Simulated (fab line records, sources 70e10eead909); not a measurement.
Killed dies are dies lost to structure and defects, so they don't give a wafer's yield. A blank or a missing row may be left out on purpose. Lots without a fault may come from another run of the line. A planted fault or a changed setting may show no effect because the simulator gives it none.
Which tool did it? | flow nand_harc | 12 lots, 36 wafers sampled, at 6 steps of a route of 1159

WHAT THE GAUGES READ, wafer by wafer
NHARC_A_M0_INSPECT_27. Usual: raw_defect_count 468, standard deviation 170.
lot  | measured     | on                | raw_defect_count | flag
L845 | day 18 01:40 | defect_inspect-02 | 441 315 285      |
L848 | day 18 11:37 | defect_inspect-01 | 436 347 324      |
L847 | day 18 11:54 | defect_inspect-02 | 868 684 577      |
L849 | day 18 17:40 | defect_inspect-01 | 390 504 445      |
L852 | day 19 12:37 | defect_inspect-01 | 563 376 458      |
L850 | day 20 04:39 | defect_inspect-01 | 476 460 491      |
L859 | day 20 07:21 | defect_inspect-02 | 425 314 418      |
L858 | day 20 18:55 | defect_inspect-01 | 301 342 327      |
L860 | day 21 03:35 | defect_inspect-02 | 485 307 569      |
L866 | day 22 05:04 | defect_inspect-02 | 330 538 389      |
L867 | day 22 20:55 | defect_inspect-02 | 374 433 376      |
L868 | day 24 03:59 | defect_inspect-02 | 569 686 526      |

NHARC_A_M1_CD_MEAS_09: target cd 120 nm. Usual: cd_nm 120.2 nm, standard deviation 0.54.
lot  | measured     | on        | cd_nm (nm)        | flag
L845 | day 18 02:55 | cd_sem-01 | 119.2 120.1 120.0 |
L848 | day 18 13:05 | cd_sem-02 | 120.6 119.8 120.4 |
L847 | day 18 13:22 | cd_sem-02 | 120.2 119.5 120.8 |
L849 | day 18 20:03 | cd_sem-02 | 119.4 120.8 120.0 |
L852 | day 19 14:03 | cd_sem-02 | 121.4 121.0 120.7 |
L850 | day 20 06:08 | cd_sem-02 | 119.4 120.8 120.5 |
L859 | day 20 08:45 | cd_sem-01 | 131.5 120.7 120.4 | OFF
L858 | day 20 20:19 | cd_sem-01 | 129.6 120.6 120.0 | OFF
L860 | day 21 04:52 | cd_sem-03 | 130.6 120.4 131.3 | OFF
L866 | day 22 06:19 | cd_sem-01 | 119.8 120.3 120.5 |
L867 | day 22 22:23 | cd_sem-03 | 119.2 119.1 118.8 |
L868 | day 24 06:00 | cd_sem-01 | 120.2 120.3 120.2 |

NHARC_END_SORT_01. Usual: defect_limited_yield 95.6 %, standard deviation 1.6; killed_at_array 26, standard deviation 10; killed_at_other 0.8, standard deviation 1.1; killed_at_periphery 3.3, standard deviation 2.6; killed_dies 30, standard deviation 11; killed_open 3.4, standard deviation 1.8; killed_short 2.0, standard deviation 1.3; sort_bin_2_pct 1.4 %, standard deviation 0.6; sort_bin_3_pct 0.22 %, standard deviation 0.19; sort_bin_4_pct 2.8 %, standard deviation 1.1; sort_n_pass 647, standard deviation 11; sort_rim_yield_pct 95.8 %, standard deviation 3; sort_yield_pct 95.6 %, standard deviation 1.6.
lot  | measured     | on        | defect_limited_yield (%) | killed_at_array | killed_at_other | killed_at_periphery | killed_dies | killed_open | killed_short | sort_bin_2_pct (%) | sort_bin_3_pct (%) | sort_bin_4_pct (%) | sort_n_pass | sort_rim_yield_pct (%) | sort_yield_pct (%) | flag
L860 | day 23 01:52 | prober-01 | 94.7 93.2 94.5           | 30 39 35        | 2 2 0           | 4 5 2               | 36 46 37    | 3 6 4       | 3 2 3        | 1.9 2.5 1.3        | 0.44 0.74 0.15     | 3.0 3.5 4.0        | 641 631 640 | 99.1 97.2 98.1         | 94.7 93.2 94.5     |

WHICH TOOL RAN EACH LOT (tool, then ch and the chambers of the sampled wafers, then the start)
lot  | NHARC_A_M0_PVD_21                       | NHARC_A_M1_EXPOSE_06               | NHARC_A_M1_STRIP_18
L845 | pvd_sputter-03, day 18 01:40 or earlier | arfi_scanner-02 ch 0, day 18 02:47 | rie_diel-01 ch 0,1,3, day 18 03:38
L848 | pvd_sputter-01, day 18 11:37 or earlier | arfi_scanner-01 ch 0, day 18 12:58 | rie_diel-01 ch 0,1,3, day 18 14:09
L847 | pvd_sputter-02, day 18 11:54 or earlier | arfi_scanner-03 ch 0, day 18 13:14 | rie_diel-10 ch 0,1,2, day 18 14:02
L849 | pvd_sputter-02, day 18 17:40 or earlier | arfi_scanner-02 ch 0, day 18 19:55 | rie_diel-01 ch 1,2,3, day 18 20:40
L852 | pvd_sputter-01, day 19 12:37 or earlier | arfi_scanner-03 ch 0, day 19 13:54 | rie_diel-01 ch 1,2,3, day 19 14:37
L850 | pvd_sputter-02, day 20 04:39 or earlier | arfi_scanner-01 ch 0, day 20 06:00 | rie_diel-01 ch 0,2,3, day 20 06:46
L859 | pvd_sputter-01, day 20 07:21 or earlier | arfi_scanner-02 ch 0, day 20 08:37 | rie_diel-10 ch 1,2,3, day 20 09:20
L858 | pvd_sputter-03, day 20 18:55 or earlier | arfi_scanner-02 ch 0, day 20 20:10 | rie_diel-01 ch 0,1,3, day 20 20:52
L860 | pvd_sputter-02, day 21 03:35 or earlier | arfi_scanner-02 ch 0, day 21 04:43 | rie_diel-01 ch 0,2, day 21 05:28
L866 | pvd_sputter-02, day 22 05:04 or earlier | arfi_scanner-01 ch 0, day 22 06:11 | rie_diel-10 ch 1,2,3, day 22 06:54
L867 | pvd_sputter-03, day 22 20:55 or earlier | arfi_scanner-01 ch 0, day 22 22:15 | rie_diel-01 ch 0,2,3, day 22 22:57
L868 | pvd_sputter-01, day 24 03:59 or earlier | arfi_scanner-02 ch 0, day 24 05:52 | rie_diel-01 ch 2,3, day 24 06:35
- NHARC_A_M0_PVD_21: deposits Cu, target thk 30 nm, time 20.49 s.
- NHARC_A_M1_EXPOSE_06: exposes mask A M1, target cd 120 nm.
- NHARC_A_M1_STRIP_18: strips in N2/H2.

WHAT THE TOOLS THEMSELVES READ (means of the sampled wafers that have a number; where no wafer has one, the mark that the record gives instead)
NHARC_A_M0_PVD_21. Usual: throttle_valve_pct 30.7 %, standard deviation 1.
lot  | tool           | throttle_valve_pct (%) | flag
L845 | pvd_sputter-03 | 31.2                   |
L848 | pvd_sputter-01 | 31.0                   |
L847 | pvd_sputter-02 | 30.9                   |
L849 | pvd_sputter-02 | 30.4                   |
L852 | pvd_sputter-01 | 31.4                   |
L850 | pvd_sputter-02 | 30.9                   |
L859 | pvd_sputter-01 | 31.4                   |
L858 | pvd_sputter-03 | 30.2                   |
L860 | pvd_sputter-02 | 30.3                   |
L866 | pvd_sputter-02 | 29.9                   |
L867 | pvd_sputter-03 | 30.8                   |
L868 | pvd_sputter-01 | 30.3                   |

NHARC_A_M1_STRIP_18. Usual: drypump_motor_current_A 5.4 A, standard deviation 0.35; oes_product_au 1.002 a.u., standard deviation 0.0098; power_w 999.6 W, standard deviation 2.9; rf_vpp_V 90.8 V, standard deviation 0.98; showerhead_plenum_p_Torr 2.05 Torr, standard deviation 0.086; throttle_valve_pct 14.172 %, standard deviation 0.0093.
lot  | tool        | drypump_motor_current_A (A) | oes_product_au (a.u.) | power_w (W) | rf_vpp_V (V) | showerhead_plenum_p_Torr (Torr) | throttle_valve_pct (%) | flag
L845 | rie_diel-01 | 5.3                         | 0.999                 | 1001.4      | 91.3         | 2.14                            | 14.171                 |
L848 | rie_diel-01 | 5.3                         | 1.002                 | 999.1       | 91.1         | 2.14                            | 14.181                 |
L847 | rie_diel-10 | 5.5                         | 0.999                 | 998.6       | 90.9         | 1.97                            | 14.166                 |
L849 | rie_diel-01 | 5.5                         | 1.002                 | 999.4       | 91.2         | 2.09                            | 14.167                 |
L852 | rie_diel-01 | 5.5                         | 0.994                 | 995.3       | 91.2         | 2.09                            | 14.170                 |
L850 | rie_diel-01 | 5.2                         | 1.008                 | 996.8       | 91.2         | 2.10                            | 14.168                 |
L859 | rie_diel-10 | 5.4                         | 0.997                 | 1003.1      | 90.5         | 2.02                            | 14.181                 |
L858 | rie_diel-01 | 5.3                         | 1.008                 | 999.4       | 91.2         | 2.14                            | 14.177                 |
L860 | rie_diel-01 | 5.1                         | 0.998                 | 1000.7      | 91.2         | 2.14                            | 14.169                 |
L866 | rie_diel-10 | 5.4                         | 1.003                 | 1000.7      | 91.1         | 2.02                            | 14.172                 |
L867 | rie_diel-01 | 5.2                         | 1.014                 | 1000.0      | 91.4         | 2.10                            | 14.172                 |
L868 | rie_diel-01 | 5.3                         | 1.013                 | 995.0       | 90.5         | 2.05                            | 14.181                 |

THE ANSWER, worked out from the rows above alone
Rule: a lot is off if the mean of its wafers that have a number lies more than 3 standard deviations from the usual mean. A lot without any number at a reading at which 4 lots or more have one is off too. The other lots that the step has rows for count as sound. The gauges are gone through in route order, then the tools' own readings, and for those a lot's mean is taken as printed above. The first step at which some lot is off is used, and at that step the reading that is off furthest; a lot without a number counts as furthest.
Off: L859, L858, L860, at NHARC_A_M1_CD_MEAS_09 (cd_nm).
A tool fits if, at a process step before that reading, it ran every lot that is off, and no sound lot after the first of them. The gauges at NHARC_A_M1_CD_MEAS_09 are tried like those tools. NHARC_A_M0_PVD_21 gives no start for some lots, so the hours and the order of its lots are those of NHARC_A_M0_INSPECT_27. None of those tried fits.

WHAT THE SIMULATOR HAD PUT IN
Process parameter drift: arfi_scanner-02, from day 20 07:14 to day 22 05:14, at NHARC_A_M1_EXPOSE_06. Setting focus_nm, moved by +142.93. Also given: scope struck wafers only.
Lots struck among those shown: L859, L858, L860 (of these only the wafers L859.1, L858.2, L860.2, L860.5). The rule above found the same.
